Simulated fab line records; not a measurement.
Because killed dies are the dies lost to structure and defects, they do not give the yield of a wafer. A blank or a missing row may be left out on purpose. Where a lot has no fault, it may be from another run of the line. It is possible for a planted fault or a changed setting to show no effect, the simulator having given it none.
What tool caused it? :: flow nand harc :: 14 lots, 42 wafers sampled, at 1 step of a route of 1302

WHAT THE GAUGES READ, wafer by wafer
NHARC_P_GATE_INSPECT_68.
lot: L610
measured: day 6 02:50
on: defect inspect-02
raw defect count: 202 113 147

lot: L611
measured: day 6 03:28
on: defect inspect-01
raw defect count: 95 113 227

lot: L613
measured: day 6 19:26
on: defect inspect-02
raw defect count: 147 215 230

lot: L614
measured: day 7 08:43
on: defect inspect-01
raw defect count: 226 153 256

lot: L617
measured: day 8 16:18
on: defect inspect-02
raw defect count: 237 145 104

lot: L618
measured: day 9 03:10
on: defect inspect-02
raw defect count: 184 147 156

lot: L625
measured: day 12 02:10
on: defect inspect-02
raw defect count: 215 162 114

lot: L626
measured: day 12 15:20
on: defect inspect-01
raw defect count: 238 218 222

lot: L627
measured: day 13 03:56
on: defect inspect-01
raw defect count: 133 97 126

lot: L628
measured: day 13 08:16
on: defect inspect-02
raw defect count: 167 139 144

lot: L629
measured: day 13 15:09
on: defect inspect-02
raw defect count: 293 254 192

lot: L630
measured: day 14 11:38
on: defect inspect-02
raw defect count: 184 215 188

lot: L631
measured: day 14 16:09
on: defect inspect-01
raw defect count: 175 190 174

lot: L633
measured: day 15 15:50
on: defect inspect-01
raw defect count: 230 289 172

WHICH TOOL RAN EACH LOT (tool, then ch and the chambers of the sampled wafers, then the start)
Record: no process step prior to these readings.

WHAT THE TOOLS THEMSELVES READ (means of the sampled wafers that have a number; where no wafer has one, the mark that the record gives instead)
The record holds no such reading with a usual standard deviation.

THE ANSWER, worked out from the rows above alone
Rule: the usual values come from the lots themselves. Put in order of their means at a reading, lots are off if they are a third of the lots or fewer, leave a main group of 4 or more, and stand apart from it by a gap of 3 or more times the standard deviation of the main group's means; of several such gaps the widest counts. A main group is skipped when, at the precision printed for the reading in the tables above, its means are all equal. Also off: a lot with no number at a reading for which 4 or more lots have one. Where the step has rows for the other lots, those lots are counted as sound. The gauges are gone through in route order, then the tools' own readings, and for those a lot's mean is taken as printed above. The first step at which some lot is off is used, and at that step the reading that is off furthest; a lot without a number counts as furthest.
Nothing can be told from this: no lot is off at any reading shown.

WHAT WAS PUT IN BY THE SIMULATOR
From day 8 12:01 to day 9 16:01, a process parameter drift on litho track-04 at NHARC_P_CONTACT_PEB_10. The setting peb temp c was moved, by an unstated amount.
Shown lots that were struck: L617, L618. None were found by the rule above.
